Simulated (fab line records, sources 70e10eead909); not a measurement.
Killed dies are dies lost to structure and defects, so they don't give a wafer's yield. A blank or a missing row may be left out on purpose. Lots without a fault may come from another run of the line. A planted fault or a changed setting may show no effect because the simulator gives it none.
A struck lot beside a sound one | flow nand_harc | 18 steps out of a route of 1302
Sound: wafers L228.2, L228.5, L228.6. Struck: wafers L247.1, L247.3, L247.5. The cause comes at the end.
At each step with rows: each side's tool, then ch and its chambers, then its first start. Under that, the readings that differ: sound wafers | struck wafers | difference of the means | sigmas: that difference in standard deviations of wafers without a fault.
alike: readings whose means differ by less than 2 such deviations, and words and numbers that are the same on both sides. not compared: withheld readings, readings that some wafer has no value for, bounds like >300 that may hide the same value, and numbers for which the record gives no deviation and whose values overlap.
The two part at a step that has a row with sigmas, a row that says differs or no value, or rows on one side only. Numbers that don't overlap but have no deviation are shown without sigmas and don't part them. A reading that every wafer of one side lacks parts them only if that side has two wafers or more.

NHARC_A_M1_PRE_CLEAN_32: time 12 s.
  sound on pecvd-01 ch 0,2, day 24 05:19; struck on pecvd-01 ch 1,2, day 31 05:26
  alike: heater_power_w
NHARC_A_M1_DEP_33: deposits SiCN, target thk 30 nm.
  sound on pecvd-01 ch 0,2, day 24 05:25; struck on pecvd-01 ch 1,2, day 31 05:30
  alike: heater_power_w
NHARC_A_BONDPAD_DEP_00: deposits SiCN, target thk 250 nm.
  sound on pecvd-01 ch 0,1,2; struck on pecvd-04 ch 0,1,2, day 31 06:04
  alike: heater_power_w
NHARC_A_BONDPAD_CMP_29: polishes SiCN, target thk 200 nm.
  sound on cmp-04 ch 0,2,3, day 24 06:23; struck on cmp-02 ch 1,2,3, day 31 06:30
  alike: edge_zone_pressure_frac, motor_current_A
NHARC_A_BONDPAD_THK_MEAS_30: measures by ellipsometry.
  sound on film_metro-02, day 24 06:35; struck on film_metro-02, day 31 06:43
  reading     | sound             | struck            | difference | sigmas
  thk_nm (nm) | 201.6 202.0 199.5 | 197.0 197.9 198.3 | -3.3       | -3
then, 7 steps without rows for these wafers: NHARC_A_BONDPAD_SRD_31; NHARC_A_BONDPAD_DEHYDRATE_01 (time 120 s); NHARC_A_BONDPAD_HMDS_02 (time 30 s); NHARC_A_BONDPAD_COAT_33 (time 65 s); NHARC_A_BONDPAD_COAT_03 (resist thk 600 nm); NHARC_A_BONDPAD_SOFTBAKE_04 (time 70 s); NHARC_A_BONDPAD_EBR_05.
NHARC_A_BONDPAD_EXPOSE_06: exposes mask A BPAD.
  sound on krf_scanner-03 ch 0, day 24 07:01; struck on krf_scanner-04 ch 0, day 31 07:01
  reading                           | sound             | struck         | difference | sigmas
  model.A_BONDPAD.overlay_x_nm (nm) | 8.674 8.674 8.674 | 47.9 47.9 47.9 | +39.2      |
  alike: mask
then, 2 steps without rows for these wafers: NHARC_A_BONDPAD_PEB_07 (peb time 80 s); NHARC_A_BONDPAD_DEVELOP_08 (time 50 s).
NHARC_A_BONDPAD_CD_MEAS_09: target cd 500 nm.
  sound on cd_sem-01 ch 0, day 24 07:10; struck on cd_sem-01 ch 0, day 31 07:10
  alike: cd_nm
NHARC_A_BONDPAD_OVL_MEAS_35:
  sound on overlay-01, day 24 07:15; struck on overlay-02, day 31 07:25
  reading           | sound | struck   | difference | sigmas
  overlay_x_nm (nm) | 8 8 9 | 48 48 48 | +40        | +7
  alike: overlay_y_nm
  not compared: hold
NHARC_END_SORT_01:
  sound on prober-02 ch 0, day 25 16:32; struck on prober-01 ch 0, day 32 23:31
  reading             | sound | struck  | difference | sigmas
  killed_at_other     | 0 1 0 | 5 1 2   | +2         | +2
  killed_at_periphery | 4 4 2 | 11 10 7 | +6         | +2
  alike: defect_limited_yield, killed_at_array, killed_dies, killed_open, killed_short, sort_bin_2_pct, sort_bin_3_pct, sort_bin_4_pct, sort_n_pass, sort_rim_yield_pct, sort_yield_pct

WHERE THEY PART
First at NHARC_A_BONDPAD_THK_MEAS_30; last, within this record, at NHARC_END_SORT_01.

WHY: what the simulator had put in
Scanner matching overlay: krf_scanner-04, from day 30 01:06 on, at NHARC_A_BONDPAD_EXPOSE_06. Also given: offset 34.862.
